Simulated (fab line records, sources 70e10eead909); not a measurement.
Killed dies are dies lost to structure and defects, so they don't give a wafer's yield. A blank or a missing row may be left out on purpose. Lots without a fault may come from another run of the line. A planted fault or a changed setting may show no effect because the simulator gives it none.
Chamber matching | flow nand_harc | NHARC_A_M1_DESCUM_14 on rie_diel-13: 4 sister chambers
The step chemistry O2, time 3 s. 4 wafers are shown with their chamber, then 9 later ones without.

WAFERS WITH THEIR CHAMBER
wafer  | chamber | drypump_motor_current_A (A)
L085.5 | 3       | 6.6
L092.4 | 1       | 6.0
L093.1 | 2       | 5.9
L093.6 | 0       | 6.1

WAFERS WITHOUT THEIR CHAMBER
wafer  | drypump_motor_current_A (A)
L090.1 | 6.7
L090.4 | 6.1
L090.5 | 6.1
L096.1 | 5.9
L096.5 | 6.0
L096.6 | 6.1
L097.1 | 5.9
L097.2 | 5.9
L097.3 | 6.1

WHICH CHAMBER EACH WENT THROUGH
wafer  | from the rows above | in truth
L090.1 | 3                   | 3
L090.4 | 0                   | 0
L090.5 | 0                   | 0
L096.1 | 2                   | 2
L096.5 | 1                   | 1
L096.6 | 0                   | 0
L097.1 | 2                   | 2
L097.2 | 2                   | 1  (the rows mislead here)
L097.3 | 0                   | 0
Placed correctly: 8 of 9. Can't be placed from these rows: 0. Placed wrongly: 1.
How it was worked out, from the rows above alone: a wafer's distance from a chamber is the root of the sum, over the readings, of the square of ((its reading less the chamber's mean) divided by the reading's scatter). The wafer belongs to the nearest chamber; if the next one is less than 2 further off, it can't be placed. A chamber's mean is the mean of its shown wafers. The scatter: with one shown wafer a chamber, the root of the mean of the squares of how far each hidden wafer lies from its nearest shown one.
